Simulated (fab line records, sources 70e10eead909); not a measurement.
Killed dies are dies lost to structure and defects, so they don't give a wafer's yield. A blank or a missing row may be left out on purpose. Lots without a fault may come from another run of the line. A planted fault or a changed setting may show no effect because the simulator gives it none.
fab line records | flow nand_harc
record lots=6 wafers=18 last_day=24
route steps=1159 shown A_CHANNEL_HOLE_D1@459 A_CHANNEL_FILL_D1@490 END@1159
lots that met no fault: from a run of the same line without faults
start_h: hours from the record's first day to the start of the lot's first wafer shown | wait_h: hours since the lot's step before | " the same as in the row above | L1.1+2: a row that stands for several wafers | - no value, or no start given | * or withheld: withheld | < > ~ a bound
route shown NAME@n: a module of which the file shows steps, and the number in the route of the first | usual: mean/standard deviation of fault-free wafers | same: alike in all rows | chamber/n: place in a boat | sites: the reading at each site | _std_site: their standard deviation | _edge_site: outer sites' mean less inner sites' | radius_mm: how far each site lies from the wafer's centre | mask NAME#n: copy n | behind: the tool/chamber that last shaped the wafer | hold: why the lot was held/for how many hours/how that ended | device: the transistor (n, p or np) that didn't switch | end of line: the same wafers' tests at the end of the route | a step without rows: its recipe alone | killed: dies lost to structure and defects at the first sort, not the wafer's yield | map: a wafer's dies, x killed, . not, _ none there
set.NAME: the setting as run; set.NAME@STEP: as run at that earlier step | model.NAME: the simulator's own value behind a step, which no gauge read
lots at some steps of the route; a table a step, a row a wafer
services: from which hour (start_h, from the record's first day; less than 0 if before it) a tool's chamber was out of use, for how many hours, and why
## steps
# step NHARC_A_CHANNEL_HOLE_D1_EXPOSE_07
# recipe na=1.35 target_cd_nm=100 sigma_outer=0.3 dose_mj=59.65 mask_id=HOLE_D1
# step NHARC_A_CHANNEL_HOLE_D1_PEB_08
# recipe peb_temp_c=100 peb_time_s=65
# step NHARC_A_CHANNEL_HOLE_D1_DEVELOP_09
# recipe develop_time_s=35 dev_temp_c=23
# step NHARC_A_CHANNEL_HOLE_D1_CD_MEAS_10
# recipe target_cd_nm=100 landing_energy_ev=500
# usual cd_nm=99.9/0.48
# columns lot.wafer tool chamber start_h wait_h cd_nm
L137.3 cd_sem-03 0 185.44 - 100.5
L137.4 " 0 " " 100.2
L137.6 " 0 " " 100.4
L142.2 cd_sem-02 0 196.90 - 100.1
L142.3 " 0 " " 100.1
L142.5 " 0 " " 100.6
L147.2 cd_sem-03 0 226.66 - 100.2
L147.3 " 0 " " 100.2
L147.5 " 0 " " 99.2
L148.1 cd_sem-03 0 257.04 - 100.2
L148.4 " 0 " " 100.1
L148.5 " 0 " " 100.0
L154.2 cd_sem-03 0 279.27 - 100.2
L154.5 " 0 " " 100.5
L154.6 " 0 " " 100.2
L158.3 cd_sem-02 0 300.46 - 99.7
L158.5 " 0 " " 100.2
L158.6 " 0 " " 99.2
# step NHARC_A_CHANNEL_HOLE_D1_OVL_MEAS_11
# usual overlay_x_nm=0.2/0.86 overlay_y_nm=0.5/0.99
# columns lot.wafer tool chamber start_h wait_h overlay_x_nm overlay_y_nm
L137.3 overlay-02 - 185.52 - -0.1 0.3
L137.4 " - " " 0.6 -0.2
L137.6 " - " " 0.5 0.2
L142.2 overlay-01 - 196.99 - 0.4 -1.4
L142.3 " - " " 0.3 -1.2
L142.5 " - " " 0.6 -0.5
L147.2 overlay-01 - 226.75 - -0.4 -1.4
L147.3 " - " " -0.1 -1.4
L147.5 " - " " 0.0 -0.9
L148.1 overlay-01 - 257.13 - -0.4 1.3
L148.4 " - " " -0.7 1.6
L148.5 " - " " -0.3 0.6
L154.2 overlay-02 - 279.35 - 0.4 2.1
L154.5 " - " " 0.3 2.0
L154.6 " - " " 0.6 1.8
L158.3 overlay-02 - 300.54 - -0.4 -0.5
L158.5 " - " " -0.3 -0.4
L158.6 " - " " -1.0 -0.5
# step NHARC_A_CHANNEL_HOLE_D1_INSPECT_12
# usual raw_defect_count=5.5/2.7
# columns lot.wafer tool chamber start_h wait_h raw_defect_count
L137.3 defect_inspect-02 - 185.56 0.0 4
L137.4 " - " " 4
L137.6 " - " " 3
L142.2 defect_inspect-01 - 197.02 0.0 10
L142.3 " - " " 4
L142.5 " - " " 4
L147.2 defect_inspect-02 - 226.78 0.0 7
L147.3 " - " " 3
L147.5 " - " " 9
L148.1 defect_inspect-02 - 257.16 0.0 6
L148.4 " - " " 3
L148.5 " - " " 3
L154.2 defect_inspect-02 - 279.39 0.0 6
L154.5 " - " " 6
L154.6 " - " " 9
L158.3 defect_inspect-02 - 300.58 0.0 6
L158.5 " - " " 5
L158.6 " - " " 3
# step NHARC_A_CHANNEL_HOLE_D1_DESCUM_15
# recipe time_s=3 o2_flow_sccm=200 ar_flow_sccm=0 bias_power_w=0 chemistry=O2
# step NHARC_A_CHANNEL_HOLE_D1_ETCH_38
# recipe target_depth_a=390 over_etch_frac=0.3 time_s=65 ion_energy_ev=80 cf4_flow_sccm=150 ar_flow_sccm=0 rf_w=300 bias_w=100 chemistry=CF4
# usual drypump_motor_current_A=5.5/0.42 oes_product_au=0.997/0.01 rf_vpp_V=151.2/1.3 showerhead_plenum_p_Torr=1.77/0.071 throttle_valve_pct=13.283/0.0094
# columns lot.wafer tool chamber start_h wait_h drypump_motor_current_A oes_product_au rf_hours_counter_h rf_vpp_V showerhead_plenum_p_Torr throttle_valve_pct
L137.3 rie_diel-10 1 185.71 0.1 5.9 0.985 0 147.7 1.67 13.280
L137.4 " 2 " " 5.3 0.989 0 151.1 1.80 13.276
L137.6 " 3 " " 6.0 1.003 - 151.4 1.77 13.274
L142.2 rie_diel-10 2 197.17 0.1 5.3 0.995 1 151.8 1.80 13.276
L142.3 " 3 " " 6.1 1.002 1 151.3 1.77 13.295
L142.5 " 2 " " 5.3 1.001 - 153.2 1.80 13.277
L147.3 rie_diel-07 1 226.94 0.1 5.4 1.006 15 149.5 1.68 13.279
L147.2 " 2 " " 5.4 1.010 10 150.2 1.78 13.272
L147.5 " 0 " " 5.1 0.995 - 149.8 1.77 13.282
L148.1 rie_diel-10 2 257.31 0.1 5.3 0.988 5 151.5 1.80 13.277
L148.4 " 3 " " 6.1 1.002 3 151.1 1.77 13.287
L148.5 " 2 " " 5.3 0.983 - 152.6 1.80 13.270
L154.2 rie_diel-10 2 279.55 0.1 5.3 0.979 7 152.1 1.80 13.281
L154.6 " 3 " " 6.1 0.999 - 152.7 1.77 13.274
L154.5 " 1 " " 5.9 0.969 - 148.8 1.67 13.290
L158.3 rie_diel-07 3 300.73 0.1 6.3 0.997 5 150.7 1.69 13.284
L158.5 " 2 " " 5.4 1.008 - 151.8 1.78 13.278
L158.6 " 3 " " 6.3 1.004 - 149.7 1.69 13.284
# step NHARC_A_CHANNEL_HOLE_D1_ETCH_39
# recipe target_depth_a=2600 over_etch_frac=0.3 time_s=325 ion_energy_ev=200 n2_flow_sccm=150 h2_flow_sccm=150 ar_flow_sccm=0 rf_w=400 bias_w=150 chemistry=N2/H2
# usual drypump_motor_current_A=5.6/0.43 oes_product_au=0.998/0.0095 rf_vpp_V=430.4/2.6 showerhead_plenum_p_Torr=2.04/0.089 throttle_valve_pct=14.172/0.0093
# columns lot.wafer tool chamber start_h wait_h drypump_motor_current_A oes_product_au rf_hours_counter_h rf_vpp_V showerhead_plenum_p_Torr throttle_valve_pct
L137.4 rie_diel-10 3 - - 6.1 0.996 0 430.4 2.04 14.169
L137.3 " 1 " " 5.9 0.984 0 427.4 1.92 14.168
L137.6 " 0 " " 6.3 1.000 - 432.8 2.15 14.173
L142.2 rie_diel-10 0 - - 6.3 1.013 1 432.5 2.15 14.177
L142.3 " 2 " " 5.3 1.001 1 432.1 2.08 14.155
L142.5 " 3 " " 6.1 0.990 - 430.8 2.04 14.170
L147.2 rie_diel-07 1 - - 5.4 1.003 15 427.0 1.92 14.192
L147.3 " 2 " " 5.4 1.001 10 431.3 2.05 14.161
L147.5 " 3 " " 6.3 0.991 - 427.8 1.95 14.163
L148.4 rie_diel-10 1 - - 5.9 0.990 5 426.3 1.92 14.170
L148.1 " 2 " " 5.3 0.983 5 432.4 2.08 14.168
L148.5 " 3 " " 6.0 0.986 - 432.3 2.04 14.168
L154.2 rie_diel-10 3 - - 6.1 1.007 5 429.6 2.04 14.175
L154.6 " 2 " " 5.3 0.992 - 430.5 2.08 14.165
L154.5 " 3 " " 6.1 1.004 - 431.5 2.04 14.178
L158.3 rie_diel-07 2 - - 5.4 1.016 5 431.2 2.05 14.187
L158.5 " 2 " " 5.4 1.000 - 431.2 2.05 14.165
L158.6 " 3 " " 6.3 0.997 - 428.4 1.94 14.194
# step NHARC_A_CHANNEL_HOLE_D1_ETCH_34
# recipe target_depth_a=1540 time_s=77 cf4_flow_sccm=100 chf3_flow_sccm=30 ar_flow_sccm=0 rf_w=500 bias_w=200 chemistry=CF4/CHF3
# step NHARC_A_CHANNEL_HOLE_D1_ETCH_16
# recipe target_depth_a=31000 over_etch_frac=0.3 time_s=806 ion_energy_ev=150 o2_flow_sccm=400 cos_flow_sccm=20 ar_flow_sccm=0 rf_w=500 bias_w=300 chemistry=O2/COS
# step NHARC_A_CHANNEL_HOLE_D1_CD_MEAS_18
# usual cd_nm=98.6/1.9
# columns lot.wafer tool chamber start_h wait_h cd_nm
L137.3 cd_sem-01 - 186.73 - 100.3
L137.4 " - " " 100.8
L137.6 " - " " 97.4
L142.2 cd_sem-01 - 198.20 - 98.4
L142.3 " - " " 97.0
L142.5 " - " " 102.0
L147.2 cd_sem-02 - 227.96 - 97.1
L147.3 " - " " 100.5
L147.5 " - " " 98.0
L148.1 cd_sem-01 - 258.34 - 99.9
L148.4 " - " " 99.3
L148.5 " - " " 100.0
L154.2 cd_sem-02 - 280.66 - 99.4
L154.5 " - " " 100.0
L154.6 " - " " 97.0
L158.3 cd_sem-01 - 301.76 - 96.1
L158.5 " - " " 96.8
L158.6 " - " " 100.5
# step NHARC_A_CHANNEL_HOLE_D1_ETCH_19
# recipe bias_v=1200 source_w=2500 pressure_mtorr=15 time_s=34.5 ar_flow_sccm=375 c4f8_flow_sccm=28.8 o2_flow_sccm=96.2 temp_c=-20 target_depth_a=* chemistry=C4F8/O2/Ar
# usual drypump_motor_current_A=5.8/0.39 showerhead_plenum_p_Torr=3.74/0.12 throttle_valve_pct=37.038/0.0082
# columns lot.wafer tool chamber start_h wait_h drypump_motor_current_A rf_hours_counter_h showerhead_plenum_p_Torr throttle_valve_pct
L137.4 har_etch-01 0 186.85 0.1 5.4 - 3.87 37.035
L137.3 " 1 " " 5.2 - 3.65 37.032
L137.6 " 0 " " 5.4 - 3.87 37.039
L142.2 har_etch-02 0 198.29 0.1 6.0 103 3.87 37.033
L142.3 " 0 " " 6.0 - 3.87 37.046
L142.5 " 1 " " 6.2 - 3.63 37.040
L147.2 har_etch-01 1 228.05 0.1 5.2 213 3.64 37.043
L147.3 " 1 " " 5.2 - 3.64 37.051
L147.5 " 0 " " 5.4 - 3.86 37.054
L148.1 har_etch-01 1 258.44 0.1 5.2 222 3.64 37.040
L148.4 " 1 " " 5.2 - 3.64 37.040
L148.5 " 1 " " 5.2 - 3.64 37.044
L154.2 har_etch-02 1 283.01 2.3 6.2 145 3.61 37.041
L154.6 " 0 " " 6.0 - 3.85 37.032
L154.5 " 1 " " 6.2 - 3.61 37.045
L158.3 har_etch-02 1 301.88 0.1 6.2 - 3.61 37.037
L158.5 " 1 " " 6.2 - 3.60 37.043
L158.6 " 0 " " 6.0 - 3.84 37.038
# step NHARC_A_CHANNEL_HOLE_D1_ETCH_20
# recipe bias_v=3000 source_w=withheld pressure_mtorr=20 time_s=361.9 ar_flow_sccm=375 c4f8_flow_sccm=89.3 o2_flow_sccm=35.7 temp_c=-20 target_depth_a=16000 chemistry=C4F8/O2/Ar
# usual drypump_motor_current_A=5.8/0.39 showerhead_plenum_p_Torr=3.70/0.11 throttle_valve_pct=32.155/0.011
# columns lot.wafer tool chamber start_h wait_h drypump_motor_current_A rf_hours_counter_h showerhead_plenum_p_Torr throttle_valve_pct
L137.4 har_etch-01 0 187.03 0.2 5.4 - 3.82 32.157
L137.3 " 1 " " 5.2 - 3.61 32.158
L137.6 " 0 " " 5.5 - 3.82 32.150
L142.2 har_etch-02 0 198.44 0.1 6.0 104 3.82 32.173
L142.3 " 0 " " 6.0 - 3.82 32.167
L142.5 " 1 " " 6.2 - 3.59 32.155
L147.2 har_etch-01 1 228.19 0.1 5.2 213 3.60 32.152
L147.3 " 1 " " 5.2 - 3.60 32.157
L147.5 " 0 " " 5.4 - 3.81 32.145
L148.1 har_etch-01 1 258.59 0.1 5.1 222 3.60 32.144
L148.4 " 1 " " 5.2 - 3.60 32.171
L148.5 " 1 " " 5.1 - 3.60 32.156
L154.2 har_etch-02 1 283.15 0.1 6.2 145 3.57 32.179
L154.6 " 0 " " 6.0 - 3.80 32.135
L154.5 " 1 " " 6.2 - 3.57 32.159
L158.3 har_etch-02 1 302.05 0.2 6.2 - 3.57 32.148
L158.5 " 1 " " 6.2 - 3.57 32.150
L158.6 " 0 " " 6.0 - 3.80 32.170
# step NHARC_A_CHANNEL_HOLE_D1_ETCH_21
# recipe bias_v=3000 source_w=withheld pressure_mtorr=20 time_s=514.3 ar_flow_sccm=375 c4f8_flow_sccm=89.3 o2_flow_sccm=35.7 temp_c=-20 target_depth_a=16000 chemistry=C4F8/O2/Ar
# step NHARC_A_CHANNEL_HOLE_D1_ETCH_22
# recipe bias_v=3000 source_w=withheld pressure_mtorr=20 time_s=666.7 ar_flow_sccm=375 c4f8_flow_sccm=89.3 o2_flow_sccm=35.7 temp_c=-20 target_depth_a=16000 chemistry=C4F8/O2/Ar
# usual drypump_motor_current_A=5.8/0.39 showerhead_plenum_p_Torr=3.70/0.11 throttle_valve_pct=32.156/0.01
# columns lot.wafer tool chamber start_h wait_h drypump_motor_current_A rf_hours_counter_h showerhead_plenum_p_Torr throttle_valve_pct
L137.4 har_etch-01 0 187.87 0.4 5.4 - 3.82 32.149
L137.3 " 1 " " 5.2 - 3.61 32.150
L137.6 " 0 " " 5.4 - 3.82 32.155
L142.2 har_etch-02 0 199.23 0.4 6.0 104 3.82 32.163
L142.3 " 0 " " 6.0 - 3.82 32.145
L142.5 " 1 " " 6.2 - 3.59 32.162
L147.2 har_etch-01 1 228.99 0.4 5.2 214 3.60 32.149
L147.3 " 1 " " 5.2 - 3.60 32.165
L147.5 " 0 " " 5.4 - 3.81 32.153
L148.1 har_etch-01 1 259.39 0.4 5.2 222 3.60 32.155
L148.4 " 1 " " 5.2 - 3.60 32.162
L148.5 " 1 " " 5.2 - 3.60 32.163
L154.2 har_etch-02 1 283.95 0.4 6.2 146 3.57 32.175
L154.6 " 0 " " 6.0 - 3.80 32.149
L154.5 " 1 " " 6.2 - 3.57 32.153
L158.3 har_etch-02 1 302.90 0.4 6.2 - 3.57 32.163
L158.5 " 1 " " 6.2 - 3.57 32.159
L158.6 " 0 " " 6.0 - 3.79 32.168
# step NHARC_A_CHANNEL_HOLE_D1_ETCH_23
# recipe bias_v=5000 source_w=withheld pressure_mtorr=20 time_s=819 ar_flow_sccm=375 c4f8_flow_sccm=89.3 o2_flow_sccm=35.7 temp_c=-20 target_depth_a=16000 chemistry=C4F8/O2/Ar
# step NHARC_A_CHANNEL_HOLE_D1_ETCH_24
# recipe bias_v=5000 source_w=withheld pressure_mtorr=20 time_s=906.2 ar_flow_sccm=375 c4f8_flow_sccm=93.8 o2_flow_sccm=31.2 temp_c=-20 target_depth_a=15000 chemistry=C4F8/O2/Ar
# step NHARC_A_CHANNEL_HOLE_D1_ETCH_25
# recipe bias_v=5000 source_w=withheld pressure_mtorr=20 time_s=1040.2 ar_flow_sccm=375 c4f8_flow_sccm=93.8 o2_flow_sccm=31.2 temp_c=-20 target_depth_a=15000 chemistry=C4F8/O2/Ar
# step NHARC_A_CHANNEL_HOLE_D1_ETCH_26
# recipe bias_v=300 source_w=2000 pressure_mtorr=30 time_s=224.1 ar_flow_sccm=375 c4f8_flow_sccm=11.4 o2_flow_sccm=113.6 temp_c=-20 target_depth_a=3000 chemistry=C4F8/O2/Ar
# step NHARC_A_CHANNEL_HOLE_D1_ETCH_33
# recipe bias_v=400 source_w=2000 pressure_mtorr=25 time_s=90 ar_flow_sccm=375 c4f8_flow_sccm=41.7 o2_flow_sccm=83.3 temp_c=-20 target_depth_a=4000 chemistry=C4F8/O2/Ar
# step NHARC_A_CHANNEL_HOLE_D1_STRIP_41
# recipe n2_flow_sccm=150 h2_flow_sccm=150 ar_flow_sccm=0 bias_w=0 chemistry=N2/H2
# step NHARC_A_CHANNEL_HOLE_D1_STRIP_42
# recipe cf4_flow_sccm=100 chf3_flow_sccm=30 ar_flow_sccm=0 bias_w=0 chemistry=CF4/CHF3
# step NHARC_A_CHANNEL_HOLE_D1_STRIP_43
# recipe o2_flow_sccm=400 cos_flow_sccm=20 ar_flow_sccm=0 bias_w=0 chemistry=O2/COS
# step NHARC_A_CHANNEL_HOLE_D1_ETCH_44
# recipe target_depth_a=1400 overetch_a=140 time_s=77 ion_energy_ev=100 cf4_flow_sccm=80 o2_flow_sccm=20 ar_flow_sccm=0 rf_w=300 bias_w=100 chemistry=CF4/O2
# usual drypump_motor_current_A=5.7/0.44 oes_ar_750_au=1.000/0.0048 oes_product_au=0.996/0.0093 rf_vpp_V=197.8/1.4 showerhead_plenum_p_Torr=1.33/0.055 throttle_valve_pct=13.399/0.0084
# columns lot.wafer tool chamber start_h wait_h drypump_motor_current_A oes_ar_750_au oes_product_au rf_hours_counter_h rf_vpp_V showerhead_plenum_p_Torr throttle_valve_pct
L137.4 rie_diel-10 1 191.55 0.1 5.9 0.993 0.989 1 197.3 1.26 13.404
L137.3 " 3 " " 6.1 0.999 1.001 1 197.9 1.34 13.386
L137.6 " 1 " " 5.9 1.001 0.987 - 197.3 1.26 13.408
L142.3 rie_diel-10 1 203.05 0.1 5.9 0.997 0.985 1 195.2 1.26 13.395
L142.2 " 2 " " 5.3 1.001 0.989 1 199.4 1.36 13.405
L142.5 " 1 " " 5.9 1.003 0.985 - 197.8 1.26 13.385
L147.3 rie_diel-10 2 232.76 0.1 5.3 0.999 0.993 4 197.9 1.36 13.391
L147.2 " 1 " " 5.9 1.008 0.991 4 197.0 1.26 13.404
L147.5 " 0 " " 6.3 0.998 0.998 - 199.9 1.41 13.391
L148.4 rie_diel-10 0 263.16 0.1 6.3 1.003 1.001 5 198.7 1.41 13.390
L148.1 " 2 " " 5.3 0.994 0.991 6 198.3 1.36 13.391
L148.5 " 1 " " 5.9 1.009 0.980 - 195.2 1.26 13.392
L154.2 rie_diel-10 1 287.71 0.1 5.8 0.991 0.975 8 195.6 1.26 13.402
L154.5 " 1 " " 5.9 0.998 0.977 - 196.0 1.26 13.392
L154.6 " 2 " " 5.3 0.998 1.001 - 198.1 1.36 13.382
L158.3 rie_diel-07 2 306.60 0.1 5.4 0.998 0.999 6 197.9 1.34 13.402
L158.5 " 3 " " 6.3 1.004 1.002 - 196.6 1.27 13.405
L158.6 " 0 " " 5.0 1.001 0.998 - 196.8 1.33 13.405
# step NHARC_A_CHANNEL_HOLE_D1_STRIP_27
# recipe o2_flow_sccm=500 ar_flow_sccm=0 bias_w=0 chemistry=O2
# step NHARC_A_CHANNEL_HOLE_D1_PRECLEAN_28
# recipe time_s=* temp_c=50 bath_age_min=0 chemistry=SC1
# step NHARC_A_CHANNEL_HOLE_D1_SRD_29
# step NHARC_A_CHANNEL_HOLE_D1_CD_MEAS_30
# usual cd_nm=89.8/1.2
# columns lot.wafer tool chamber start_h wait_h cd_nm
L137.3 cd_sem-03 - 192.36 - 90.0
L137.4 " - " " 90.8
L137.6 " - " " 89.2
L142.2 cd_sem-02 - 203.85 - 91.0
L142.3 " - " " 90.0
L142.5 " - " " 90.9
L147.2 cd_sem-03 - 233.90 - 88.6
L147.3 " - " " 89.5
L147.5 " - " " 88.0
L148.1 cd_sem-03 - 263.96 - 90.3
L148.4 " - " " 89.5
L148.5 " - " " 89.5
L154.2 cd_sem-02 - 288.78 - 89.3
L154.5 " - " " 89.3
L154.6 " - " " 90.1
L158.3 cd_sem-02 - 307.40 - 88.7
L158.5 " - " " 89.3
L158.6 " - " " 90.7
# step NHARC_A_CHANNEL_HOLE_D1_XSEM_31
# recipe landing_energy_ev=35000
# step NHARC_A_CHANNEL_HOLE_D1_INSPECT_40
# usual raw_defect_count=62/16
# columns lot.wafer tool chamber start_h wait_h raw_defect_count
L137.3 defect_inspect-02 - 192.55 - 67
L137.4 " - " " 65
L137.6 " - " " 56
L142.2 defect_inspect-02 - 204.04 - 37
L142.3 " - " " 35
L142.5 " - " " 43
L147.2 defect_inspect-01 - 234.08 - 753
L147.3 " - " " 756
L147.5 " - " " 759
L148.1 defect_inspect-02 - 264.15 - 746
L148.4 " - " " 772
L148.5 " - " " 780
L154.2 defect_inspect-02 - 288.97 - 61
L154.5 " - " " 53
L154.6 " - " " 48
L158.3 defect_inspect-01 - 307.58 - 59
L158.5 " - " " 53
L158.6 " - " " 30
# step NHARC_A_CHANNEL_FILL_D1_PRECLEAN_00
# recipe time_s=* temp_c=50 bath_age_min=0 chemistry=SC1
# step NHARC_END_SORT_01
# recipe temp_c=25
# usual killed_at_array=28/8.6 killed_at_other=0.7/1.2 killed_at_periphery=3.1/2.3 killed_dies=32/8.7 killed_open=3.2/1.7 killed_short=2.0/1.5
# same gross_dies=677
# columns lot.wafer tool chamber start_h wait_h killed_at_array killed_at_other killed_at_periphery killed_dies killed_open killed_short
L147.2 prober-01 0 501.51 2.8 92 0 2 94 3 2
L147.3 prober-01 0 502.31 3.1 100 1 2 103 2 2
L147.5 prober-01 0 503.91 3.7 87 1 3 91 1 2
L148.1 prober-01 0 508.58 2.6 116 0 0 116 2 0
L148.4 prober-01 0 511.00 3.4 111 0 0 111 3 1
L148.5 prober-01 0 511.80 3.7 114 0 0 114 1 2
# killed by level:class
L147.2 A_CHANNEL_HOLE_D1:unspecified=82 A_CHANNEL_HOLE_D1:chamber_film_flake=3 P_M0:geometric_particle:open=1 A_ONON_D1:geometric_particle:open=1 A_SLIT:geometric_particle:short=1 A_CONTACT:geometric_particle:short=1 A_CONTACT:geometric_particle:open=1 P_STI:chamber_film_flake=1
L147.3 A_CHANNEL_HOLE_D1:unspecified=91 A_ZERO_WELL:chamber_film_flake=2 A_SOURCE_PLATE:geometric_particle:open=1 A_SGD_CUT:geometric_particle:short=1 A_WL_FILL:geometric_particle:short=1 A_CONTACT:geometric_particle:open=1 P_STI:chamber_film_flake=1 P_M1:chamber_film_flake=1
L147.5 A_CHANNEL_HOLE_D1:unspecified=83 A_CHANNEL_HOLE_D1:chamber_film_flake=2 P_STI:geometric_particle:open=1 A_ONON_D1:geometric_particle:short=1 A_WL_FILL:geometric_particle:short=1 P_CONTACT:chamber_film_flake=1 P_M1:chamber_film_flake=1 THIN_TSV:chamber_film_flake=1
L148.1 A_CHANNEL_HOLE_D1:unspecified=95 A_SLIT:chamber_film_flake=10 A_STAIRCASE:chamber_film_flake=3 A_WL_FILL:chamber_film_flake=3 A_SGD_CUT:chamber_film_flake=2 A_CHANNEL_FILL_D1:geometric_particle:open=1 A_CONTACT:geometric_particle:open=1 A_ZERO_WELL:chamber_film_flake=1
L148.4 A_CHANNEL_HOLE_D1:unspecified=83 A_SLIT:chamber_film_flake=16 A_WL_FILL:chamber_film_flake=4 A_CHANNEL_HOLE_D1:chamber_film_flake=2 A_ONON_D1:geometric_particle:open=1 A_CHANNEL_FILL_D1:geometric_particle:short=1 A_CONTACT:geometric_particle:open=1 A_M1:geometric_particle:open=1
L148.5 A_CHANNEL_HOLE_D1:unspecified=85 A_SLIT:chamber_film_flake=13 A_CHANNEL_HOLE_D1:chamber_film_flake=6 A_WL_FILL:chamber_film_flake=4 A_CHANNEL_FILL_D1:geometric_particle:short=2 A_SGD_CUT:geometric_particle:open=1 A_STAIRCASE:chamber_film_flake=1 A_CHANNEL_FILL_D1:chamber_film_flake=1
# map L147.3 (x killed, . not)
____________.____________
_________.x....._________
_______....xxx...._______
______.x.xxxxx.....______
_____..xxxxxxxx....._____
____...xxxxxxx.......____
____..xxxxxxxxx.x....____
___....xxxxxxxx.......___
___..x.xxxxxxx........___
__....xxxxxxxxxx.......__
__.....xxxxxxx.........__
_......xxxxxxxx........._
_........xxxx..x........_
_.......xxxxxx.........._
_........xxx............_
_..x.....x.............._
....x.....x..............
.....x...................
x........................
.........................
..................x......
_.x....................._
_......................._
_..x...................._
_......................._
_......................._
__......x...x..........__
__.....................__
___........x..........___
___...................___
____.................____
____.................____
_____..............._____
______.............______
_______..........._______
_________....x.._________
____________.____________
# map L148.1 (x killed, . not)
____________.____________
_________.xx.x.._________
_______.....xx...._______
______..xxxx.x.....______
_____...xxxxxxx....._____
____....xxxxxxx......____
____.xxxxxxxxxx......____
___...xxxxxxxxx.......___
___...xxxxxxxxx.......___
__.....xxxxxxx.........__
__....xxxxxxxx.........__
_x.....xxxxxxxx........._
_......xxxxxxx.........._
_.....x.xxxx.x.........._
_.......xx.xx......x...._
_........x.x............_
.........x...............
.........................
.........................
.........................
.........................
_......................._
_......................._
_......................._
_...........x..........._
_........xx..x..x...x..._
__.....x.x...xx....x...__
__.........x.....x..x..__
___.....x..x..........___
___...................___
____.................____
____...x......x......____
_____..............._____
______.....x.......______
_______..........._______
_________......._________
____________.____________
## services
# columns tool chamber start_h hours kind
rie_diel-10 - 176.50 9.0 pm
rie_diel-10 0 176.50 9.0 vent_cycle
rie_diel-10 1 176.50 9.0 vent_cycle
rie_diel-10 2 176.50 9.0 vent_cycle
rie_diel-10 3 176.50 9.0 vent_cycle
rie_diel-10 0 185.50 - clean
rie_diel-10 1 185.50 - clean
rie_diel-10 2 185.50 - clean
rie_diel-10 3 185.50 - clean
rie_diel-07 0 189.71 6.5 repair
rie_diel-10 3 206.26 4.2 repair
rie_diel-10 0 210.00 - clean
rie_diel-10 1 210.00 - clean
rie_diel-10 2 210.00 - clean
rie_diel-10 3 216.83 24.6 repair
rie_diel-07 - 228.21 9.0 pm
rie_diel-10 0 234.50 - clean
rie_diel-10 1 234.50 - clean
rie_diel-10 2 234.50 - clean
rie_diel-10 0 259.00 - clean
rie_diel-10 1 259.00 - clean
rie_diel-10 2 259.00 - clean
rie_diel-10 3 259.00 - clean
rie_diel-10 0 267.78 12.2 repair
## key
first_sign step=NHARC_A_CHANNEL_HOLE_D1_INSPECT_40 reading=raw_defect_count direction=up sigmas=44 usual=62 struck=761
effect step=NHARC_END_SORT_01 reading=killed_at_array direction=up sigmas=8.8 usual=28 struck=103
more_kills_born_at NHARC_A_CHANNEL_HOLE_D1_ETCH_19@har_etch-01=437
met_at NHARC_A_CHANNEL_HOLE_D1_ETCH_19
struck_wafers L147.2,L147.3,L147.5,L148.1,L148.4,L148.5
tester_left_out L147,L148
onset_between 186.85 228.05
also_fits NHARC_A_CHANNEL_HOLE_D1_ETCH_20:har_etch-01,NHARC_A_CHANNEL_HOLE_D1_ETCH_22:har_etch-01
fault kind=chamber_particle_source tool=har_etch-01 chamber=- onset_h=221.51 steps=NHARC_A_CHANNEL_HOLE_D1_ETCH_19 rate_per_visit_cm2=1.0758 end_h=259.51
# tester_left_out: of these lots the tester's yield and bins aren't shown, on N5 and GAA mostly nor the transistor test; their killed dies are dies lost to structure and defects alone, not to doping, threshold or leakage, so they don't give the yield
